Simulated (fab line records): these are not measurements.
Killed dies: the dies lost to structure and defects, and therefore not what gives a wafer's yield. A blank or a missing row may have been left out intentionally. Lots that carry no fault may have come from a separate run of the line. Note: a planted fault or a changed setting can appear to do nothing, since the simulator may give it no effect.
Matching of chambers / flow nandHarc / NHARC_A_STAIRCASE_CMP_472 on cmp-03: 4 sister chambers
The step polishes SiO2. 8 wafers are shown with their chamber, then 10 later ones without.

WAFERS, EACH WITH ITS CHAMBER
wafer=L084.2; chamber=0; motorCurrentA (A)=10.0
wafer=L087.1; chamber=2; motorCurrentA (A)=11.3
wafer=L087.4; chamber=1; motorCurrentA (A)=11.7
wafer=L087.5; chamber=2; motorCurrentA (A)=11.2
wafer=L089.4; chamber=1; motorCurrentA (A)=11.4
wafer=L089.6; chamber=0; motorCurrentA (A)=10.8
wafer=L091.1; chamber=3; motorCurrentA (A)=14.3
wafer=L091.5; chamber=3; motorCurrentA (A)=13.5

WAFERS MISSING THEIR CHAMBER
wafer=L091.6; motorCurrentA (A)=10.5
wafer=L090.1; motorCurrentA (A)=10.3
wafer=L090.3; motorCurrentA (A)=12.1
wafer=L090.5; motorCurrentA (A)=11.2
wafer=L092.2; motorCurrentA (A)=10.5
wafer=L092.5; motorCurrentA (A)=11.8
wafer=L092.6; motorCurrentA (A)=10.3
wafer=L095.1; motorCurrentA (A)=12.1
wafer=L095.2; motorCurrentA (A)=11.2
wafer=L095.4; motorCurrentA (A)=11.0

CHAMBER TAKEN BY EACH
wafer=L091.6; from the rows above=can't be placed: 0 or 2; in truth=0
wafer=L090.1; from the rows above=0; in truth=0
wafer=L090.3; from the rows above=can't be placed: 1 or 2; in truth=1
wafer=L090.5; from the rows above=can't be placed: 2 or 1 or 0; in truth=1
wafer=L092.2; from the rows above=can't be placed: 0 or 2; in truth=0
wafer=L092.5; from the rows above=can't be placed: 1 or 2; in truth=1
wafer=L092.6; from the rows above=0; in truth=0
wafer=L095.1; from the rows above=can't be placed: 1 or 2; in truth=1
wafer=L095.2; from the rows above=can't be placed: 2 or 1 or 0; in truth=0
wafer=L095.4; from the rows above=can't be placed: 2 or 1 or 0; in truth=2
Correct placement for 2 of the 10. Not placeable from these rows: 8 (in 8, the candidates include the true chamber). Placed wrongly: 0.
How it was worked out, from the rows above alone: a wafer's distance from a chamber is the root of the sum, over the readings, of the square of ((its reading less the chamber's mean) divided by the reading's scatter). If the next closest chamber is less than 2 further off than the closest, the wafer can't be placed; otherwise it belongs to the closest. A chamber's mean is the mean of its shown wafers. The scatter: the root of (the sum of the squares of (reading less its chamber's mean) over the shown wafers, divided by (wafers less chambers)).
